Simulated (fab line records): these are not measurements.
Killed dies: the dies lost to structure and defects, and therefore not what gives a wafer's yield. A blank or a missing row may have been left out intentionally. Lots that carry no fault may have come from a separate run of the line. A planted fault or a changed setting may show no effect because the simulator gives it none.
Problem report, 8D (eight disciplines) form, completed by code	flow nand-harc	the parts of the form that need people (team, actions taken, sign-off) are left out

== 1. WHAT WENT WRONG ==
At NHARC_END_SORT_01, killed-at-periphery averages 600.3 over 3 wafers from 2 lots, while fault-free wafers read 4.2, standard deviation 2.5. So: +99 or more standard deviations from the usual mean.
First observed at day 26 03:25: wafer L215.2, on prober-01. At this step, 39 wafers from 13 lots have a number in the record. Rule for "out", or "out of limits": more than 4 standard deviations from the usual mean. Any other wafer with a number is counted as sound.

== 2. WHAT IT IS AND WHAT IT IS NOT ==
question	is	is not
which readings at this step	killed-at-periphery, defect-limited-yield, killed-dies, sort_bin_2_pct, sort-n-pass, sort-rim-yield-pct, sort-yield-pct	killed-at-array, killed-at-other, killed-open, killed-short, sort_bin_3_pct, sort_bin_4_pct
which lots	L215, L217	L212, L214, L224, L225, L226, L227, L228, L229, L230, L231, L233
which wafers of those lots	L215.2, L217.1, L217.5	L215.3, L215.5, L217.2
read on which gauges	prober-01	prober-02
when	from day 26 03:25	up to then (1 sound wafer); but 35 sound wafers of L212, L214, L215, L217, L224, L225, L226, L227, L228, L229, L230, L231, L233 came after

== 3. SUSPECTS, AND WHAT RULES EACH OUT ==
Counting: any tool at a process step up to the reading remains a suspect provided it ran every lot that is out. Sound lots after the first of them don't rule it out here, since some wafers of a struck lot are sound.
- the gauge at NHARC_END_SORT_01: kept. All the wafers that are out were read on prober-01, and no step on other tools shows them out.
- pvd-sputter-03 at NHARC_P_BONDPAD_PVD_27 (deposits Cu, target thk 30 nm, time 20.49 s): kept. It ran every lot that is out, first L215 (day 8 17:41); its last sound lot up to then is L214 (day 8 05:31).
- rie-metal-01 at NHARC_THIN_TSV_ETCH_36 (etches the open film in Cl2/BCl3, target depth 65 nm, time 18.571 s): kept. It ran every lot that is out, first L215 (day 25 13:59).
Left after counting: pvd-sputter-03 at NHARC_P_BONDPAD_PVD_27, rie-metal-01 at NHARC_THIN_TSV_ETCH_36, prober-01 at NHARC_END_SORT_01.

== 4. THE CAUSE (what the simulator had put in) ==
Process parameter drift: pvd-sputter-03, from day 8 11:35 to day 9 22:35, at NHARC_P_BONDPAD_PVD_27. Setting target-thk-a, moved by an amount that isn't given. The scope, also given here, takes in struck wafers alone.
3 suspects survive the count, and this tool is in that group.

== 5. SEQUENCE OF EFFECTS, ordered by route ==
Rows list readings where the struck wafers' mean (over those with a number) sits beyond 3 standard deviations from the usual. Scope: only readings with a usual standard deviation given in the record; hours: median across lots of the time from each lot's start at the first step in this table that gives one to its start at this step; sigmas: change in usual standard deviations.
hours	step	reading	usual	on struck wafers	change	sigmas
0	NHARC_END_SORT_01	defect-limited-yield	91.5 %	0.0	-91.5	-38
0	NHARC_END_SORT_01	killed-at-periphery	4.2	600.3	+596.1	+99 or more
0	NHARC_END_SORT_01	killed-dies	57	677	+620	+39
0	NHARC_END_SORT_01	sort_bin_2_pct	3.0 %	92.8	+89.8	+82
0	NHARC_END_SORT_01	sort-n-pass	620	0	-620	-39
0	NHARC_END_SORT_01	sort-rim-yield-pct	90 %	0	-90	-19
0	NHARC_END_SORT_01	sort-yield-pct	91.5 %	0.0	-91.5	-38

== 6. HOW IT WOULD HAVE BEEN CAUGHT EARLIER ==
424 hours passed between the start of the fault at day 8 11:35 and the first reading out of limits at a measuring or inspecting step in this record, taken at day 26 03:25.
Of the tool readings at NHARC_P_BONDPAD_PVD_27 for which the record gives a usual standard deviation, none was out on any struck wafer, so an alarm limit of 4 standard deviations on them would not have fired.
By day 26 03:25 the whole set of lots that are out, 2 in number, had already begun NHARC_P_BONDPAD_PVD_27 on pvd-sputter-03. Had the tool been put on hold then, not one of them would have been saved.
